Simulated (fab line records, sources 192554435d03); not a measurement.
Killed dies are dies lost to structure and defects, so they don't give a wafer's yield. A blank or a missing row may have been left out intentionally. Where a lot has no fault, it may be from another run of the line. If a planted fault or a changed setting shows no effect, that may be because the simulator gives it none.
Struck lot and sound lot, side by side :: flow n5_finfet :: 45 steps out of a route of 1938
Sound: these wafers, L514.3, L514.4, L514.6. Struck: wafer L525.6. (L525.1, L525.2 of the same lot were not struck and are left out.) The cause comes at the end.
Order at every step that has rows: each side's tool, ch and its chambers, its first start. Under that, the readings that differ: sound wafers :: struck wafers :: difference of the means :: sigmas: that difference in standard deviations of wafers without a fault.
alike: same words and numbers on both sides, and readings whose means sit less than 2 such deviations apart. not compared: any withheld reading, any reading some wafer has no value for, any bound like >300 that may hide the same value, and any number with overlapping values for which the record gives no deviation.
The two part at a step that has a row with sigmas, a row that says differs or no value, or rows on one side only. When numbers do not overlap yet have no deviation, they are printed without sigmas and do not part them. A reading missing from all wafers of one side parts the sides only when that side holds two or more wafers.

first, 2 steps without rows for these wafers: N5_BEOL_M9_SPUTTER_48 (material Cu, target thk 12 nm, time 2 s); N5_BEOL_M9_ECD_50 (material Cu, target thk 318 nm).
N5_BEOL_M9_ANNEAL_51: time 90 s.
  sound on rtp_anneal-02 ch 0, day 11 15:40; struck on rtp_anneal-01 ch 0, day 14 15:31
reading: wafer_temp_C_max
sound: 225.7 226.0 225.8
struck: 227.1
difference: +1.3
sigmas: +3
then, 1 step without rows for these wafers: N5_BEOL_M9_CMP_52 (polishes, stops on SiCOH lowk, t overpolish 7 s, target thk 140 nm).
N5_BEOL_M9_THK_MEAS_53: measures by xrf.
  struck on film_metro-01, day 14 16:07; sound on film_metro-02, day 11 16:10
  alike: M9_THK
then, 2 steps without rows for these wafers: N5_BEOL_M9_PRE_CLEAN_55 (time 15 s); N5_BEOL_M9_DEP_56 (deposits SiCN from 3MS/NH3, target thk 15 nm, time 26.5 s).
N5_BEOL_M9_RS_MEAS_57: the measuring method here is four-point-probe.
  struck on film_metro-01, day 14 16:14; sound on film_metro-02, day 11 16:19
  alike: M9_RS
N5_BEOL_M9_INSPECT_58: inspects for defects (darkfield).
  struck on defect_inspect-02, day 14 16:16; sound on defect_inspect-02, day 11 16:20
reading: raw_defect_count
sound: 70 39 68
struck: 129
difference: +70
sigmas: +2
N5_BEOL_M10_ILD_DEP_00: deposits SiCOH lowk from DEMS/porogen, target thk 308.51 nm, time 58 s.
  sound on pecvd-04 ch 0,1, day 11 16:22; struck on pecvd-04 ch 2, day 14 16:19
  alike: heater_power_w, showerhead_plenum_p_Torr, throttle_valve_pct
  not compared: since_wet_clean_h
N5_BEOL_M10_CURE_71: cures SiCOH lowk, time 240 s.
  sound on uv_cure-01 ch 1, day 11 16:37; struck on uv_cure-03 ch 1, day 14 16:42
  alike: lamp_power_pct, wafer_temp_C_max
N5_BEOL_M10_THK_MEAS_01:
  struck on film_metro-02, day 14 17:13; sound on film_metro-01, day 11 16:58
  alike: M10_ILD_THK
N5_BEOL_M10_PECVD_70: deposits SiO2 from TEOS/O2, target thk 20 nm, time 22.7 s.
  sound on pecvd-02 ch 1,2, day 11 17:00; struck on pecvd-04 ch 0, day 14 17:15
reading: heater_power_w (W)
sound: 682 689 701
struck: 1000
difference: +309
sigmas: +3

reading: model.SiO2_of_BEOL_M10_PECVD_70.thk_nm (nm)
sound: 19.8 20.4 20
struck: 26.6
difference: +6.5
sigmas: 
  alike: showerhead_plenum_p_Torr, throttle_valve_pct
  not compared: since_wet_clean_h
then, 9 steps without rows for these wafers: N5_BEOL_M10_HM_DEP_02 (deposits TiN, target thk 20 nm); N5_BEOL_M10_COAT_59 (time 60 s, resist thk 100 nm); N5_BEOL_M10_COAT_60 (time 60 s, resist thk 30 nm); N5_BEOL_M10_COAT_05 (resist thk 90 nm); N5_BEOL_M10_EBR_07; N5_BEOL_M10_SOFTBAKE_06 (time 60 s); N5_BEOL_M10_EXPOSE_08 (exposes mask M10); N5_BEOL_M10_PEB_09 (peb time 60 s); N5_BEOL_M10_DEVELOP_10 (develop time 30 s).
N5_BEOL_M10_CD_MEAS_11: the cd target is 64.1 nm.
  sound on cd_sem-03 ch 0, day 11 19:08; struck on cd_sem-03 ch 0, day 14 19:14
reading: cd_nm (nm)
sound: 64.0 63.5 63.3
struck: 64.8
difference: +1.2
sigmas: +2
N5_BEOL_M10_OVL_MEAS_12:
  sound on overlay-01 ch 0, day 11 19:10; struck on overlay-02 ch 0, day 14 19:16
  alike: M10_OVL
N5_BEOL_M10_INSPECT_13: inspects for defects (brightfield).
  struck on defect_inspect-01, day 14 19:17; sound on defect_inspect-01, day 11 19:12
reading: raw_defect_count
sound: 491 379 391
struck: 683
difference: +263
sigmas: +3
N5_BEOL_M10_DESCUM_16: chemistry O2, time 7.9 s.
  sound on rie_diel-01 ch 0,1,2, day 11 19:14; struck on rie_diel-01 ch 0, day 14 19:19
  alike: drypump_motor_current_A, oes_product_au, rf_vpp_V, showerhead_plenum_p_Torr, throttle_valve_pct
  not compared: rf_hours_counter_h
then, 3 steps without rows for these wafers: N5_BEOL_M10_ETCH_61 (etches SiARC in CF4, target depth 39 nm, time 65 s); N5_BEOL_M10_ETCH_62 (etches SOC in N2/H2, target depth 110 nm, overetch 22 nm, time 165 s); N5_BEOL_M10_STRIP_68 (strips in N2/H2).
N5_BEOL_M10_STRIP_67: strips in CF4.
  sound on rie_diel-01 ch 0,1,2, day 11 19:28; struck on rie_diel-01 ch 0, day 14 19:33
  alike: drypump_motor_current_A, oes_product_au, rf_vpp_V, showerhead_plenum_p_Torr, throttle_valve_pct
  not compared: rf_hours_counter_h
then, 2 steps without rows for these wafers: N5_BEOL_M10_HM_OPEN_17 (chemistry Cl2/BCl3, target TiN, target depth 20 nm, overetch 6 nm); N5_BEOL_M10_STRIP_19 (strips in O2).
N5_BEOL_M10_CD_MEAS_18: pitch 140 nm, target cd 70 nm.
  struck on cd_sem-01, day 14 19:46; sound on cd_sem-02, day 11 19:43
reading: cd_nm (nm)
sound: 70.0 70.1 68.4
struck: 71.1
difference: +1.6
sigmas: +2
then, 8 steps without rows for these wafers: N5_BEOL_M10_COAT_63 (time 60 s, resist thk 100 nm); N5_BEOL_M10_COAT_64 (time 60 s, resist thk 30 nm); N5_BEOL_M10_COAT_22 (resist thk 90 nm); N5_BEOL_M10_EBR_24; N5_BEOL_M10_SOFTBAKE_23 (time 60 s); N5_BEOL_M10_EXPOSE_25 (exposes mask V9); N5_BEOL_M10_PEB_26 (peb time 60 s); N5_BEOL_M10_DEVELOP_27 (develop time 30 s).
N5_BEOL_M10_CD_MEAS_28: the cd target is 70 nm.
  sound on cd_sem-03 ch 0, day 11 20:08; struck on cd_sem-01 ch 0, day 14 20:19
reading: cd_nm (nm)
sound: 70.8 70.6 71.0
struck: 68.7
difference: -2.1
sigmas: -2
N5_BEOL_M10_HM_STRIP_39: strips TiN in peroxide tin strip, target depth 25 nm, time 158 s.
  sound on wet_bench-04 ch 0,3,6, day 11 20:53; struck on wet_bench-04 ch 3, day 14 20:56
reading: model.SiO2_of_BEOL_M10_PECVD_70.thk_nm (nm)
sound: 19.6 20.2 19.8
struck: 26.4
difference: +6.5
sigmas: 
N5_BEOL_M10_CMP_52: polishes, stops on SiCOH lowk, t overpolish 7 s, target thk 140 nm.
  sound on cmp-02 ch 1,3, day 12 00:37; struck on cmp-04 ch 1, day 14 23:50
reading: barrier_field_endpoint_s (s)
sound: 28.3 28.6 28.1
struck: 37.5
difference: +9.2
sigmas: +12
  alike: clearing_platen_rpm, motor_current_A, platen_rpm, slurry_filter_dp_kPa
N5_PASSIVATION_PROBE_49:
  sound wafers here have rows in the record (prober-01, day 14 07:29); struck ones have none

## WHERE THEY PART
Earliest at N5_BEOL_M9_ANNEAL_51; latest, in this record, at N5_PASSIVATION_PROBE_49.

WHY: what the simulator had put in
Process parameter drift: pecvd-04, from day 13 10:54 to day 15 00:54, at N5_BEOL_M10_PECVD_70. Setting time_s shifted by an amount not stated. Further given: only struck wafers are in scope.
